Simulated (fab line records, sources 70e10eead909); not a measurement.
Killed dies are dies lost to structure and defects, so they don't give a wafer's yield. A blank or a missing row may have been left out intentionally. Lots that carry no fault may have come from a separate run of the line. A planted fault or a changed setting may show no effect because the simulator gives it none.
Problem report, 8D (eight disciplines) form, completed by code || flow nand_harc || the parts of the form that need people (team, actions taken, sign-off) are left out

== 1. PROBLEM STATEMENT ==
oes_product_au at NHARC_A_CHANNEL_FILL_D2_ETCHBACK_19 reads a mean of 0.742 a.u. on 2 wafers of 2 lots; wafers without a fault read 1.002 a.u. with a standard deviation of 0.01. Relative to the usual mean, that is a shift of -26 standard deviations.
The step: etches the open film in HBr/Cl2, target depth 5 nm, time 1.7 s.
Seen first at day 20 17:52 on rie_si-04, wafer L484.4. The record holds 42 wafers of 14 lots with a number at this step. The rule behind "out" and "out of limits": a value lying over 4 standard deviations away from the usual mean. The other wafers with a number count as sound.

== 2. WHAT IT IS AND WHAT IT IS NOT ==
{"question": "which readings at this step", "is": "oes_product_au", "is not": "drypump_motor_current_A, throttle_valve_pct"}
{"question": "which lots", "is": "L484, L486", "is not": "L469, L472, L473, L474, L476, L477, L479, L480, L481, L483, L485, L492"}
{"question": "which wafers of those lots", "is": "L484.4, L486.6", "is not": "L484.5, L484.6, L486.1, L486.5"}
{"question": "read on which tools", "is": "rie_si-04", "is not": "rie_si-02, rie_si-03"}
{"question": "when", "is": "from day 20 17:52", "is not": "up to then (32 sound wafers); but 8 sound wafers of L485, L486, L492 came after"}

== 3. SUSPECTS, AND WHAT RULES EACH OUT ==
Counting: a tool at a process step up to the reading stays a suspect if it ran every lot that is out. Sound lots after the first of them don't rule it out here, since some wafers of a struck lot are sound.
- rie_si-04 at NHARC_A_CHANNEL_FILL_D2_ETCHBACK_19 (etches the open film in HBr/Cl2, target depth 5 nm, time 1.7 s): kept. It ran every lot that is out, first L484 (day 20 17:52); its last sound lot up to then is L474 (day 20 03:36). Out on those wafers are its own readings of oes_product_au.
- At NHARC_A_CHANNEL_FILL_D2_ETCHBACK_19, inside rie_si-04: chamber 0 took the wafers that are out, while their sound lot-mates went through chambers 1, 3.
Left after counting: rie_si-04 at NHARC_A_CHANNEL_FILL_D2_ETCHBACK_19.

== 4. THE CAUSE (what the simulator had put in) ==
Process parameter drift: rie_si-04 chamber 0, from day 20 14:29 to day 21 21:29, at NHARC_A_CHANNEL_FILL_D2_ETCHBACK_19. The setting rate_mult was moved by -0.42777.
Counting left only this tool.

== 5. THE EFFECT CHAIN, in route order ==
One row per reading whose mean, taken over the struck wafers that have a number, lies over 3 standard deviations from the usual. Only readings for which the record gives a usual standard deviation are gone through. hours: the time from each lot's start at the first step in this table that gives one to its start at this step, as a median over the lots. sigmas: the change in usual standard deviations.
{"hours": 0, "step": "NHARC_A_CHANNEL_FILL_D2_ETCHBACK_19", "reading": "oes_product_au", "usual": "1.002 a.u.", "on struck wafers": 0.742, "change": -0.260, "sigmas": -26}
Here are the process steps it includes:
- NHARC_A_CHANNEL_FILL_D2_ETCHBACK_19: etches the open film in HBr/Cl2, target depth 5 nm, time 1.7 s.

== 6. HOW IT WOULD HAVE BEEN CAUGHT EARLIER ==
In this record the first reading out of limits was taken at day 20 17:52, 3 hours after the fault began at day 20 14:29.
